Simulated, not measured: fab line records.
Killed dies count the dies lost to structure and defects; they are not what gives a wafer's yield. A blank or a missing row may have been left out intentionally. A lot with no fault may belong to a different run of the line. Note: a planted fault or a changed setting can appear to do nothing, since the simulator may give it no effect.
Chamber matching / flow nand-harc / NHARC_A_BLC_STRIP_29 on rie-diel-02 has 4 sister chambers
The step strips in CF4. 8 wafers are shown with their chamber, then 7 later ones without.

== WAFERS, EACH WITH ITS CHAMBER ==
wafer=L174.1; chamber=0; showerhead-plenum-p-Torr (Torr)=1.79; oes-product-au (a.u.)=0.999
wafer=L174.2; chamber=2; showerhead-plenum-p-Torr (Torr)=1.74; oes-product-au (a.u.)=1.009
wafer=L174.6; chamber=0; showerhead-plenum-p-Torr (Torr)=1.79; oes-product-au (a.u.)=0.993
wafer=L182.2; chamber=3; showerhead-plenum-p-Torr (Torr)=1.65; oes-product-au (a.u.)=1.011
wafer=L182.3; chamber=1; showerhead-plenum-p-Torr (Torr)=1.66; oes-product-au (a.u.)=1.005
wafer=L182.5; chamber=1; showerhead-plenum-p-Torr (Torr)=1.66; oes-product-au (a.u.)=0.994
wafer=L188.3; chamber=3; showerhead-plenum-p-Torr (Torr)=1.65; oes-product-au (a.u.)=1.007
wafer=L188.4; chamber=2; showerhead-plenum-p-Torr (Torr)=1.73; oes-product-au (a.u.)=0.980

== WAFERS WITH NO CHAMBER GIVEN ==
wafer=L188.6; showerhead-plenum-p-Torr (Torr)=1.65; oes-product-au (a.u.)=1.016
wafer=L181.1; showerhead-plenum-p-Torr (Torr)=1.65; oes-product-au (a.u.)=1.000
wafer=L181.2; showerhead-plenum-p-Torr (Torr)=1.78; oes-product-au (a.u.)=0.995
wafer=L181.6; showerhead-plenum-p-Torr (Torr)=1.66; oes-product-au (a.u.)=0.991
wafer=L191.1; showerhead-plenum-p-Torr (Torr)=1.73; oes-product-au (a.u.)=0.982
wafer=L191.2; showerhead-plenum-p-Torr (Torr)=1.66; oes-product-au (a.u.)=0.999
wafer=L191.4; showerhead-plenum-p-Torr (Torr)=1.64; oes-product-au (a.u.)=1.004

== WHICH CHAMBER EACH WENT THROUGH ==
wafer=L188.6; from the rows above=3; in truth=3
wafer=L181.1; from the rows above=3; in truth=3
wafer=L181.2; from the rows above=0; in truth=0
wafer=L181.6; from the rows above=1; in truth=1
wafer=L191.1; from the rows above=2; in truth=2
wafer=L191.2; from the rows above=1; in truth=1
wafer=L191.4; from the rows above=3; in truth=3
7 of 7 placed correctly. Left unplaced by these rows: 0. Placed wrongly: 0.
How it was worked out, from the rows above alone: a wafer's distance from a chamber is the root of the sum, over the readings, of the square of ((its reading less the chamber's mean) divided by the reading's scatter). If the next closest chamber is less than 2 further off than the closest, the wafer can't be placed; otherwise it belongs to the closest. Each chamber's mean is taken over the wafers shown for it. The scatter is the square root of a quotient: the sum, over the shown wafers, of each reading's squared deviation from its chamber's mean, divided by wafers minus chambers.
